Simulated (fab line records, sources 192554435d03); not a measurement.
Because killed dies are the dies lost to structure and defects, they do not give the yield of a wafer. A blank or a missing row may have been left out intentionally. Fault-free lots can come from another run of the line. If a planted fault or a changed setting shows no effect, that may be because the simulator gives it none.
Matching of chambers + flow n5-finfet + 3 sister chambers for N5_BEOL_M3_CO_CAP_55 on cvd-co-01
The step material Co, precursor CCTBA/H2, target thk 2 nm, time 102.1 s. 14 wafers are shown with their chamber, then 6 later ones without.

WAFERS WITH THEIR CHAMBER
| wafer  | chamber | heater-power-outer-w (W) | heater-power-w (W) |
|--------|---------|--------------------------|--------------------|
| L616.4 | 1       | 106                      | 217                |
| L616.6 | 0       | 132                      | 253                |
| L619.2 | 1       | 108                      | 217                |
| L619.5 | 2       | 138                      | 267                |
| L619.6 | 1       | 106                      | 215                |
| L620.1 | 2       | 140                      | 254                |
| L620.4 | 2       | 140                      | 267                |
| L620.5 | 1       | 106                      | 210                |
| L623.2 | 1       | 107                      | 214                |
| L623.3 | 2       | 137                      | 254                |
| L623.5 | 1       | 104                      | 213                |
| L629.2 | 1       | 108                      | 213                |
| L629.3 | 2       | 143                      | 270                |
| L629.6 | 1       | 109                      | 209                |

SIGNATURES (means of the wafers above)
| reading              | chamber 0 | chamber 1 | chamber 2 | scatter within a chamber |
|----------------------|-----------|-----------|-----------|--------------------------|
| heater-power-outer-w | 132.00    | 106.75    | 139.60    | 1.88                     |
| heater-power-w       | 253.00    | 213.50    | 262.40    | 5.23                     |
Rule: a wafer lies at a distance from a chamber equal to the root of the sum of squares, over the readings, of (its reading less the chamber's mean, divided by the reading's scatter). The wafer belongs to the nearest chamber; if the next one is less than 2 further off, it can't be placed. The scatter is the square root of a quotient: the sum, over the shown wafers, of each reading's squared deviation from its chamber's mean, divided by wafers minus chambers.

WAFERS WITH NO CHAMBER GIVEN
| wafer  | heater-power-outer-w (W) | heater-power-w (W) |
|--------|--------------------------|--------------------|
| L632.1 | 131                      | 265                |
| L632.3 | 139                      | 262                |
| L632.5 | 108                      | 213                |
| L638.4 | 135                      | 264                |
| L638.5 | 137                      | 269                |
| L638.6 | 108                      | 217                |

WHICH CHAMBER EACH WENT THROUGH
| wafer  | from the rows above     | in truth |
|--------|-------------------------|----------|
| L632.1 | 0                       | 0        |
| L632.3 | 2                       | 2        |
| L632.5 | 1                       | 1        |
| L638.4 | can't be placed: 2 or 0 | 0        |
| L638.5 | 2                       | 2        |
| L638.6 | 1                       | 1        |
Correct placement for 5 of the 6. Not placeable from these rows: 1 (in 1, the candidates include the true chamber). Wrongly placed: 0.
